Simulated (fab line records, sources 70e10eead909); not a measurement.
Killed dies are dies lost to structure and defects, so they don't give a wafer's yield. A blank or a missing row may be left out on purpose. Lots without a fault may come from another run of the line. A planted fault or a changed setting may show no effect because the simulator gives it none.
A struck lot beside a sound one | flow nand_harc | 44 steps out of a route of 1302
Sound: wafers L412.3, L412.4, L412.5. Struck: wafers L423.1, L423.3, L423.6. The cause comes at the end.
At each step with rows: each side's tool, then ch and its chambers, then its first start. Under that, the readings that differ: sound wafers | struck wafers | difference of the means | sigmas: that difference in standard deviations of wafers without a fault.
alike: readings whose means differ by less than 2 such deviations, and words and numbers that are the same on both sides. not compared: withheld readings, readings that some wafer has no value for, bounds like >300 that may hide the same value, and numbers for which the record gives no deviation and whose values overlap.
The two part at a step that has a row with sigmas, a row that says differs or no value, or rows on one side only. Numbers that don't overlap but have no deviation are shown without sigmas and don't part them. A reading that every wafer of one side lacks parts them only if that side has two wafers or more.

NHARC_P_M0_PRE_CLEAN_31: time 12 s.
  sound on pecvd-03 ch 0,2, day 7 17:11; struck on pecvd-04 ch 0,1,2, day 12 18:15
  alike: heater_power_w
then, 11 steps without rows for these wafers: NHARC_P_M0_DEP_32 (deposits SiCN, target thk 30 nm); NHARC_P_M1_DEP_00 (deposits SiOC, target thk 182.5 nm); NHARC_P_M1_DEHYDRATE_01 (time 120 s); NHARC_P_M1_HMDS_02 (time 30 s); NHARC_P_M1_COAT_34 (time 65 s); NHARC_P_M1_COAT_03 (resist thk 90 nm); NHARC_P_M1_SOFTBAKE_04 (time 55 s); NHARC_P_M1_EBR_05; NHARC_P_M1_EXPOSE_06 (exposes mask P M1, target cd 130 nm); NHARC_P_M1_PEB_07 (peb time 65 s); NHARC_P_M1_DEVELOP_08 (develop time 35 s).
NHARC_P_M1_CD_MEAS_09: target cd 130 nm.
  sound on cd_sem-01 ch 0, day 7 18:23; struck on cd_sem-03 ch 0, day 12 19:53
  reading    | sound             | struck            | difference | sigmas
  cd_nm (nm) | 129.6 128.9 130.0 | 132.1 132.2 132.3 | +2.7       | +6
  not compared: hold
NHARC_P_M1_OVL_MEAS_10: pitch 260 nm.
  sound on overlay-02, day 7 18:29; struck on overlay-02, day 13 04:41
  reading           | sound          | struck                                                                     | difference                   | sigmas
  hold              | - - -          | await_dispo/8.7h/release await_dispo/8.7h/release await_dispo/8.7h/release | no value on the sound wafers |
  overlay_y_nm (nm) | -1.4 -2.0 -1.8 | 0.4 0.4 0.3                                                                | +2.1                         | +3
  alike: overlay_x_nm
NHARC_P_M1_INSPECT_11:
  sound on defect_inspect-01, day 7 18:31; struck on defect_inspect-02, day 13 04:43
  alike: raw_defect_count
then, 2 steps without rows for these wafers: NHARC_P_M1_DESCUM_14 (chemistry O2, time 3 s); NHARC_P_M1_ETCH_35 (etches the open film in N2/H2, target depth 40 nm, overetch 12 nm, time 43.94 s).
NHARC_P_M1_ETCH_15: etches the open film in C4F8/Ar, target depth 182.5 nm, time 91.2 s.
  sound on rie_diel-08 ch 0,1; struck on rie_diel-06 ch 1,2,3
  alike: oes_product_au, rf_vpp_V
  not compared: rf_hours_counter_h
NHARC_P_M1_CD_MEAS_16:
  sound on cd_sem-01, day 7 18:56; struck on cd_sem-03, day 13 05:05
  alike: cd_nm
then, 3 steps without rows for these wafers: NHARC_P_M1_STRIP_18 (strips in N2/H2); NHARC_P_M1_ETCH_28 (etches the open film in CF4/N2, target depth 30 nm, time 72.99 s); NHARC_P_M1_STRIP_19 (strips in post etch residue remover, time 600 s).
NHARC_P_M1_DEGAS_29: time 60 s.
  sound on pvd_sputter-03, day 7 20:06; struck on pvd_sputter-01, day 13 05:47
  alike: heater_power_w
then, 4 steps without rows for these wafers: NHARC_P_M1_PRE_CLEAN_30 (time 30 s); NHARC_P_M1_PVD_20 (deposits TaN, target thk 5 nm, time 8.06 s); NHARC_P_M1_PVD_21 (deposits Cu, target thk 30 nm, time 20.49 s); NHARC_P_M1_ECD_22 (material Cu, target thk 400 nm).
NHARC_P_M1_ANNEAL_31: time 90 s.
  sound on rtp_anneal-02 ch 0, day 7 20:57; struck on rtp_anneal-01 ch 0, day 13 06:33
  alike: anneal_temp_c_max, wafer_temp_C_max
then, 1 step without rows for these wafers: NHARC_P_M1_CMP_23 (polishes, t overpolish 20 s, target thk 157.82 nm).
NHARC_P_M1_THK_MEAS_24: measures by xrf.
  sound on film_metro-02, day 7 21:31; struck on film_metro-02, day 13 07:13
  alike: thk_nm
then, 1 step without rows for these wafers: NHARC_P_M1_SRD_25.
NHARC_P_M1_INSPECT_27:
  sound on defect_inspect-02, day 7 21:40; struck on defect_inspect-02, day 13 07:22
  alike: raw_defect_count
then, 1 step without rows for these wafers: NHARC_P_M1_PRE_CLEAN_32 (time 12 s).
NHARC_P_M1_DEP_33: deposits SiCN, target thk 30 nm.
  sound on pecvd-03 ch 0,1, day 7 21:49; struck on pecvd-01 ch 0,1,2, day 13 07:34
  alike: heater_power_w
then, 7 steps without rows for these wafers: NHARC_P_M2_DEP_00 (deposits SiOC, target thk 182.5 nm); NHARC_P_M2_DEHYDRATE_01 (time 120 s); NHARC_P_M2_HMDS_02 (time 30 s); NHARC_P_M2_COAT_34 (time 65 s); NHARC_P_M2_COAT_03 (resist thk 90 nm); NHARC_P_M2_SOFTBAKE_04 (time 55 s); NHARC_P_M2_EBR_05.
-- the record jumps here: 16 days lie between the struck wafers' starts before and after (it left off in module P_M2 and takes up again in module A_BLC, whose first step shown is number 1120 of the route) --
NHARC_A_BLC_DESCUM_15: chemistry O2, time 3 s.
  sound on rie_diel-06 ch 0,1,3, day 23 14:49; struck on rie_diel-08 ch 1,2, day 28 20:23
  reading                | sound           | struck            | difference | sigmas
  model.A_BLC.cd_nm (nm) | 99.95 100.2 100 | 99.43 97.83 98.39 | -1.50      |
  alike: drypump_motor_current_A, oes_product_au, rf_vpp_V, showerhead_plenum_p_Torr, throttle_valve_pct
  not compared: rf_hours_counter_h
NHARC_A_BLC_ETCH_18: etches the open film in C4F8/O2/Ar, target depth 910 nm.
  sound on rie_diel-06 ch 1,3; struck on rie_diel-08 ch 0,2
  alike: oes_product_au, rf_vpp_V
  not compared: rf_hours_counter_h, model.A_BLC.cd_nm
NHARC_END_SORT_01:
  the record has rows for the struck wafers here (prober-02 ch 0, day 30 15:50) and none for the sound ones

WHERE THEY PART
First at NHARC_P_M1_CD_MEAS_09; last, within this record, at NHARC_END_SORT_01.

WHY: what the simulator had put in
Metrology matching offset: cd_sem-03, from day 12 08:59 on, at NHARC_P_M1_CD_MEAS_09. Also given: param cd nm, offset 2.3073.
